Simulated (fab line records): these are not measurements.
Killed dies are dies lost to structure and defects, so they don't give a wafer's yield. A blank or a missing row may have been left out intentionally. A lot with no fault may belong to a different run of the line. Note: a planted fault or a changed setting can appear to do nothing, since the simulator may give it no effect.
Which of the tools did it? | flow n5-finfet | 24 lots, 72 wafers sampled, at 3 steps of a route of 1938

## WHAT EACH GAUGE READ, for each wafer
N5_BEOL_M3_CD_MEAS_18: pitch 36 nm, target cd 18 nm. Usual: cd-nm 17.9 nm, standard deviation 0.37.
lot  | measured     | on        | cd-nm (nm)     | flag
L074 | day 6 19:13  | cd-sem-03 | 18.1 18.5 18.8 |
L075 | day 7 02:29  | cd-sem-01 | 19.0 18.4 18.7 |
L076 | day 7 10:16  | cd-sem-02 | 17.7 17.7 17.8 |
L077 | day 7 12:34  | cd-sem-01 | 17.9 17.8 17.7 |
L078 | day 7 18:41  | cd-sem-03 | 17.7 17.6 18.1 |
L079 | day 8 01:58  | cd-sem-03 | 18.0 18.3 18.5 |
L080 | day 8 05:09  | cd-sem-03 | 17.5 17.9 17.7 |
L081 | day 8 18:40  | cd-sem-01 | 17.8 18.4 18.1 |
L082 | day 9 05:44  | cd-sem-02 | 18.3 18.3 17.7 |
L083 | day 9 23:06  | cd-sem-02 | 17.7 18.0 18.2 |
L084 | day 10 00:23 | cd-sem-02 | 17.7 18.3 18.1 |
L085 | day 10 03:53 | cd-sem-03 | 17.9 17.3 17.4 |
L086 | day 10 04:24 | cd-sem-01 | 17.2 17.9 17.8 |
L088 | day 10 09:44 | cd-sem-03 | 18.0 17.7 17.5 |
L087 | day 10 13:22 | cd-sem-01 | 17.7 18.1 17.9 |
L089 | day 10 20:24 | cd-sem-02 | 18.5 18.6 18.3 |
L090 | day 10 21:35 | cd-sem-03 | 17.2 17.8 17.4 |
L091 | day 11 04:20 | cd-sem-02 | 17.4 17.9 17.1 |
L092 | day 11 18:39 | cd-sem-02 | 17.6 18.2 17.9 |
L094 | day 12 00:30 | cd-sem-02 | 17.5 17.5 17.6 |
L093 | day 12 05:28 | cd-sem-03 | 17.9 17.7 17.9 |
L095 | day 12 17:21 | cd-sem-03 | 17.4 18.0 17.8 |
L096 | day 12 17:22 | cd-sem-02 | 17.9 17.9 18.2 |
L097 | day 12 20:28 | cd-sem-02 | 18.4 18.3 18.2 |

N5_BEOL_M3_OVL_MEAS_29. Usual: V2_OVL 0.0 nm, standard deviation 0.62.
lot  | measured     | on         | V2_OVL (nm)    | flag
L074 | day 6 19:42  | overlay-01 | 0.1 -0.2 0.2   |
L075 | day 7 02:58  | overlay-01 | 1.2 0.5 -0.1   |
L076 | day 7 10:45  | overlay-02 | 0.1 0.1 -0.4   |
L077 | day 7 13:02  | overlay-02 | 0.4 -0.5 -0.6  |
L078 | day 7 19:02  | overlay-01 | 0.3 -0.5 -0.5  |
L079 | day 8 02:26  | overlay-01 | -0.1 -0.9 0.1  |
L080 | day 8 05:38  | overlay-02 | 0.4 -0.3 -0.8  |
L081 | day 8 19:08  | overlay-02 | 0.0 0.8 0.0    |
L082 | day 9 06:05  | overlay-01 | -0.6 -0.3 -0.9 |
L083 | day 9 23:27  | overlay-01 | -0.3 -0.2 -0.5 |
L084 | day 10 00:51 | overlay-01 | -0.5 -0.5 -0.1 |
L085 | day 10 04:15 | overlay-02 | 0.8 0.6 0.2    |
L086 | day 10 04:53 | overlay-01 | 0.6 0.3 0.1    |
L088 | day 10 10:05 | overlay-02 | -0.4 -0.5 -0.3 |
L087 | day 10 13:43 | overlay-01 | -0.3 0.0 -0.1  |
L089 | day 10 20:53 | overlay-02 | 1.0 1.0 1.1    |
L090 | day 10 22:04 | overlay-02 | 0.3 -0.8 -0.3  |
L091 | day 11 04:41 | overlay-02 | -0.4 -0.6 -1.2 |
L092 | day 11 19:00 | overlay-01 | 0.4 0.4 0.9    |
L094 | day 12 01:00 | overlay-02 | 1.2 0.5 0.1    |
L093 | day 12 05:57 | overlay-02 | -0.4 -0.6 -0.3 |
L095 | day 12 17:49 | overlay-01 | 0.4 0.4 0.9    |
L096 | day 12 17:53 | overlay-02 | 0.3 0.7 0.8    |
L097 | day 12 20:49 | overlay-02 | -0.5 0.0 -0.1  |

## TOOL THAT RAN EACH LOT (tool first, then ch and the chambers of the sampled wafers, then the start)
lot  | N5_BEOL_M3_ETCH_64
L074 | rie-diel-02 ch 1,3, day 6 18:52
L075 | rie-diel-06 ch 0,2, day 7 02:08
L076 | rie-diel-05 ch 0,1,3, day 7 09:56
L077 | rie-diel-05 ch 0,1,2, day 7 12:13
L078 | rie-diel-05 ch 2,3, day 7 18:20
L079 | rie-diel-02 ch 0,1,3, day 8 01:28
L080 | rie-diel-06 ch 1,2,3, day 8 04:48
L081 | rie-diel-05 ch 1,2,3, day 8 18:19
L082 | rie-diel-06 ch 0,3, day 9 05:23
L083 | rie-diel-05 ch 0,1,3, day 9 22:36
L084 | rie-diel-02 ch 1,3, day 10 00:01
L085 | rie-diel-02 ch 1,3, day 10 03:31
L086 | rie-diel-05 ch 0,1,2, day 10 04:03
L088 | rie-diel-05 ch 0,2, day 10 09:23
L087 | rie-diel-02 ch 0,3, day 10 13:01
L089 | rie-diel-06 ch 2,3, day 10 20:02
L090 | rie-diel-06 ch 0,1, day 10 21:13
L091 | rie-diel-06 ch 0,1,3, day 11 03:58
L092 | rie-diel-05 ch 0,2,3, day 11 18:18
L094 | rie-diel-05 ch 0,3, day 12 00:09
L093 | rie-diel-06 ch 0,3, day 12 05:07
L095 | rie-diel-05 ch 0,1,2, day 12 16:56
L096 | rie-diel-06 ch 0,2,3, day 12 16:58
L097 | rie-diel-06 ch 0,2,3, day 12 20:06
- N5_BEOL_M3_ETCH_64: etches SOC in N2/H2, target depth 75 nm, overetch 15 nm, time 112.5 s.

## AS READ BY THE TOOLS THEMSELVES (means over the sampled wafers that have a number; for cases with no such wafer, the mark the record gives instead)
N5_BEOL_M3_ETCH_64. Usual: drypump-motor-current-A 5.7 A, standard deviation 0.52; oes-product-au 0.62 a.u., standard deviation 0.064; rf-vpp-V 525 V, standard deviation 3; showerhead-plenum-p-Torr 2.58 Torr, standard deviation 0.11; throttle-valve-pct 17.91 %, standard deviation 0.3.
lot  | tool        | drypump-motor-current-A (A) | oes-product-au (a.u.) | rf-vpp-V (V) | showerhead-plenum-p-Torr (Torr) | throttle-valve-pct (%) | flag
L074 | rie-diel-02 | 5.6                         | 0.58                  | 525          | 2.57                            | 18.17                  |
L075 | rie-diel-06 | 5.4                         | 0.57                  | 521          | 2.46                            | 17.84                  |
L076 | rie-diel-05 | 5.8                         | 0.62                  | 524          | 2.55                            | 17.87                  |
L077 | rie-diel-05 | 5.6                         | 0.61                  | 524          | 2.55                            | 18.14                  |
L078 | rie-diel-05 | 5.2                         | 0.58                  | 526          | 2.65                            | 18.24                  |
L079 | rie-diel-02 | 5.4                         | 0.57                  | 523          | 2.56                            | 18.19                  |
L080 | rie-diel-06 | 6.3                         | 0.61                  | 526          | 2.62                            | 17.80                  |
L081 | rie-diel-05 | 5.4                         | 0.61                  | 526          | 2.63                            | 18.04                  |
L082 | rie-diel-06 | 5.6                         | 0.58                  | 523          | 2.49                            | 17.73                  |
L083 | rie-diel-05 | 5.8                         | 0.60                  | 524          | 2.54                            | 17.91                  |
L084 | rie-diel-02 | 5.6                         | 0.70                  | 527          | 2.69                            | 18.13                  |
L085 | rie-diel-02 | 5.6                         | 0.70                  | 528          | 2.69                            | 18.14                  |
L086 | rie-diel-05 | 5.6                         | 0.60                  | 524          | 2.54                            | 18.16                  |
L088 | rie-diel-05 | 5.7                         | 0.56                  | 522          | 2.48                            | 18.24                  |
L087 | rie-diel-02 | 5.3                         | 0.58                  | 526          | 2.63                            | 18.05                  |
L089 | rie-diel-06 | 6.1                         | 0.69                  | 524          | 2.55                            | 17.73                  |
L090 | rie-diel-06 | 6.1                         | 0.64                  | 525          | 2.60                            | 17.60                  |
L091 | rie-diel-06 | 6.1                         | 0.61                  | 524          | 2.58                            | 17.68                  |
L092 | rie-diel-05 | 5.6                         | 0.56                  | 523          | 2.56                            | 18.14                  |
L094 | rie-diel-05 | 5.8                         | 0.57                  | 523          | 2.57                            | 17.87                  |
L093 | rie-diel-06 | 5.6                         | 0.57                  | 523          | 2.48                            | 17.77                  |
L095 | rie-diel-05 | 5.6                         | 0.58                  | 523          | 2.54                            | 18.20                  |
L096 | rie-diel-06 | 5.8                         | 0.62                  | 523          | 2.51                            | 17.76                  |
L097 | rie-diel-06 | 5.8                         | 0.61                  | 522          | 2.51                            | 17.77                  |

## THE ANSWER, worked out from the rows above alone
Rule: a lot counts as off when the mean over its wafers that have a number is more than 3 standard deviations away from the usual mean. Also off: a lot with no number at a reading for which 4 or more lots have one. All remaining lots with rows at the step are treated as sound. After the gauges, taken in route order, come the tools' own readings; for these a lot's mean is taken, as printed above. At the first step where some lot is off, the reading lying furthest off is the one used; lots without a number count as furthest.
Nothing can be told from this: no lot is off at any reading shown.

## WHAT THE SIMULATOR PUT IN
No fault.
